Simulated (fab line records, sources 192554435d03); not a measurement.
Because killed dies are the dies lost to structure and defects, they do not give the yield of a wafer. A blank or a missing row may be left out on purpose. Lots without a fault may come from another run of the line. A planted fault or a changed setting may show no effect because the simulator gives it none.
Comparing a struck lot with a sound one    flow n5Finfet    31 steps out of a route of 1938
Sound: these wafers, L230.3, L230.5, L230.6. Struck: wafers L241.2, L241.4 (left out: L241.3, a lot-mate that was not struck); the cause follows at the end.
For every step that has rows: the tool of each side, followed by ch and its chambers, followed by its first start. Under that, the readings that differ: sound wafers    struck wafers    difference of the means    sigmas: that difference in standard deviations of wafers without a fault.
alike: readings whose means differ by less than 2 such deviations, and words and numbers that are the same on both sides. not compared: withheld readings, readings that some wafer has no value for, bounds like >300 that may hide the same value, and numbers for which the record gives no deviation and whose values overlap.
The two part at a step that has a row with sigmas, a row that says differs or no value, or rows on one side only. Numbers that have no deviation but don't overlap get no sigmas and don't part them. A reading missing from all wafers of one side parts the sides only when that side holds two or more wafers.

first, 6 steps without rows for these wafers: N5_MIM_TOP_LITHO_EBR_04; N5_MIM_TOP_LITHO_SOFTBAKE_03 (time 90 s); N5_MIM_TOP_LITHO_EXPOSE_05 (exposes mask MIM TOP, target cd 2000 nm); N5_MIM_TOP_LITHO_PEB_06; N5_MIM_TOP_LITHO_DEVELOP_07 (develop time 60 s); N5_MIM_TOP_LITHO_HARDBAKE_09 (time 120 s).
N5_MIM_TOP_LITHO_CD_MEAS_08: target cd 2000 nm.
  sound on cdSem-01 ch 0, day 12 20:46; struck on cdSem-03 ch 0, day 15 23:46
  alike: cdNm
N5_MIM_TOP_LITHO_OVL_MEAS_11:
  sound on overlay-02 ch 0, day 12 20:47; struck on overlay-02 ch 0, day 15 23:48
  alike: MIM_TOP_OVL
N5_MIM_TOP_LITHO_INSPECT_12: inspects for defects (macro).
  sound on defectInspect-01, day 12 20:49; struck on defectInspect-01, day 15 23:50
  alike: rawDefectCount
then, 1 step without rows for these wafers: N5_MIM_TOP_LITHO_DESCUM_10 (chemistry O2, time 7.9 s).
N5_MIM_TOP_ETCH_ETCH_00: etches TiN in Cl2/BCl3, target depth 38.5 nm.
  sound on rieMetal-03 ch 0,1, day 12 21:04; struck on rieMetal-03 ch 0, day 15 23:57
  alike: drypumpMotorCurrentA, oes_ar_750_au, oesProductAu, throttleValvePct
  not compared: rfHoursCounterH
N5_MIM_TOP_ETCH_STRIP_01: strips in O2.
  sound on rieDiel-02 ch 0,3, day 12 21:10; struck on rieDiel-02 ch 0,2, day 16 00:10
  alike: drypumpMotorCurrentA, oesProductAu, rfVppV, showerheadPlenumPTorr, throttleValvePct
  not compared: rfHoursCounterH
N5_MIM_TOP_ETCH_PECVD_03: deposits SiNx from SiH4/NH3/N2, target thk 20 nm, time 17.6 s.
  sound on pecvd-03 ch 1,2, day 12 21:13; struck on pecvd-04 ch 0,2, day 16 00:14
reading                                         sound              struck       difference  sigmas
chamberPressureTorr (Torr)                      1.506 1.505 1.502  1.497 1.497  -0.007      -2
model.SiNx_of_MIM_TOP_ETCH_PECVD_03.thkNm (nm)  19.4 19.8 20.2     18.4 18.6    -1.3        
  alike: heaterPowerW, showerheadPlenumPTorr, throttleValvePct
then, 8 steps without rows for these wafers: N5_MIM_BOT_LITHO_HMDS_01 (time 60 s); N5_MIM_BOT_LITHO_COAT_02; N5_MIM_BOT_LITHO_EBR_04; N5_MIM_BOT_LITHO_SOFTBAKE_03 (time 90 s); N5_MIM_BOT_LITHO_EXPOSE_05 (exposes mask MIM BOT); N5_MIM_BOT_LITHO_PEB_06; N5_MIM_BOT_LITHO_DEVELOP_07 (develop time 60 s); N5_MIM_BOT_LITHO_HARDBAKE_09 (time 120 s).
N5_MIM_BOT_LITHO_CD_MEAS_08: target cd 3000 nm.
  sound on cdSem-01 ch 0, day 12 21:35; struck on cdSem-02 ch 0, day 16 00:35
  alike: cdNm
N5_MIM_BOT_LITHO_OVL_MEAS_11:
  sound on overlay-02 ch 0, day 12 21:37; struck on overlay-02 ch 0, day 16 00:37
  alike: MIM_BOT_OVL
N5_MIM_BOT_LITHO_INSPECT_12: inspects for defects (macro).
  sound on defectInspect-01, day 12 21:38; struck on defectInspect-01, day 16 00:38
  alike: rawDefectCount
then, 1 step without rows for these wafers: N5_MIM_BOT_LITHO_DESCUM_10 (chemistry O2, time 7.9 s).
N5_MIM_BOT_ETCH_ETCH_04: etches SiNx in CF4/O2, target depth 26 nm, time 13 s.
  sound on rieDiel-05 ch 1,2, day 12 21:57; struck on rieDiel-06 ch 0,3, day 16 00:50
  alike: drypumpMotorCurrentA, oes_ar_750_au, oesProductAu, rfVppV, showerheadPlenumPTorr, throttleValvePct
  not compared: rfHoursCounterH
N5_MIM_BOT_ETCH_ETCH_03: etches the open film in Cl2/BCl3, target depth 12 nm.
  sound on rieMetal-02 ch 0,1, day 12 22:04; struck on rieMetal-02 ch 0,1, day 16 00:56
  alike: drypumpMotorCurrentA, oesProductAu, throttleValvePct
  not compared: rfHoursCounterH
then, 1 step without rows for these wafers: N5_MIM_BOT_ETCH_ETCH_00 (etches TiN in Cl2/BCl3, target depth 45.5 nm).
N5_MIM_BOT_ETCH_STRIP_01: strips in O2.
  sound on rieDiel-05 ch 0,1, day 12 22:17; struck on rieDiel-01 ch 0,1, day 16 01:18
  alike: drypumpMotorCurrentA, oesProductAu, rfVppV, showerheadPlenumPTorr, throttleValvePct
  not compared: rfHoursCounterH
N5_MIM_BOT_ETCH_STRIP_02: strips in post etch residue remover, time 1200 s.
  sound on wetBench-01 ch 1,4,5, day 12 22:21; struck on wetBench-06 ch 1,6, day 16 01:22
reading                                         sound         struck   difference  sigmas
model.SiNx_of_MIM_TOP_ETCH_PECVD_03.thkNm (nm)  19 19.6 19.8  18 18.4  -1          
then, 1 step without rows for these wafers: N5_MIM_BOT_ETCH_CLEAN_05 (cleans in IPA, time 180 s).

== WHERE THEY PART ==
At N5_MIM_TOP_ETCH_PECVD_03 and nowhere else, as far as this record goes. Later steps at which nothing parts them and some readings are alike: N5_MIM_BOT_LITHO_CD_MEAS_08, N5_MIM_BOT_LITHO_OVL_MEAS_11, N5_MIM_BOT_LITHO_INSPECT_12, N5_MIM_BOT_ETCH_ETCH_04, N5_MIM_BOT_ETCH_ETCH_03, N5_MIM_BOT_ETCH_STRIP_01.

WHY: what the simulator had put in
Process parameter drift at N5_MIM_TOP_ETCH_PECVD_03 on pecvd-04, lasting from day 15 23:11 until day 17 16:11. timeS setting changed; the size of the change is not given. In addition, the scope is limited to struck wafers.
